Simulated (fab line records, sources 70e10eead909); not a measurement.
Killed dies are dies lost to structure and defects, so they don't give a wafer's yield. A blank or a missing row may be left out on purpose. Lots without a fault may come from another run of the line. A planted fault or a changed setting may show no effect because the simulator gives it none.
One fault seen from 2 desks | flow nand_harc | each desk has only its own numbers; what lay behind them comes last

THE METROLOGY DESK
What the gauges read, lot by lot, whatever tool the lot ran on: means of the sampled wafers that have a number. A lot is out of limits, marked OUT, if its mean lies more than 4 standard deviations from the usual mean; the brackets give that distance.
Columns: A = cd_nm at NHARC_P_GATE_CD_MEAS_59, usual 720.9 nm
lot  | first seen here | A
L827 | day 5 14:12     | 719.5
L829 | day 5 21:58     | 722.6
L828 | day 6 00:38     | 721.2
L831 | day 6 13:55     | 719.2
L834 | day 7 06:08     | 719.8
L835 | day 7 13:58     | 721.0
L836 | day 7 14:36     | 721.1
L840 | day 8 12:29     | 723.6
L842 | day 9 02:56     | 718.8
L843 | day 9 14:54     | 721.8
L844 | day 9 19:58     | 722.2
L845 | day 9 22:03     | 720.9
L847 | day 10 08:35    | 721.2
L848 | day 10 18:17    | 720.0
This desk's finding: nothing out of limits on any of the 14 lots.

THE TOOL OWNER'S DESK: pvd_sputter-03
The tool's own readings at NHARC_P_GATE_PRE_CLEAN_110 (time 30 s): means of the sampled wafers that have a number, for each lot that ran on this tool. A lot is out of limits, marked OUT, if its mean lies more than 4 standard deviations from the usual mean; the brackets give that distance.
Columns: A = bias_v at NHARC_P_GATE_PRE_CLEAN_110, usual 199.7 V
lot  | first seen here | A
L827 | day 5 17:56     | 198.5
L831 | day 6 17:49     | 200.0
L843 | day 9 18:39     | 199.1
L848 | day 10 22:04    | 200.3
This desk's finding: nothing out of limits on any of the 4 lots.

PUT TOGETHER
The metrology desk saw nothing out of limits.
The tool owner's desk saw nothing out of limits.

WHAT THE SIMULATOR HAD PUT IN
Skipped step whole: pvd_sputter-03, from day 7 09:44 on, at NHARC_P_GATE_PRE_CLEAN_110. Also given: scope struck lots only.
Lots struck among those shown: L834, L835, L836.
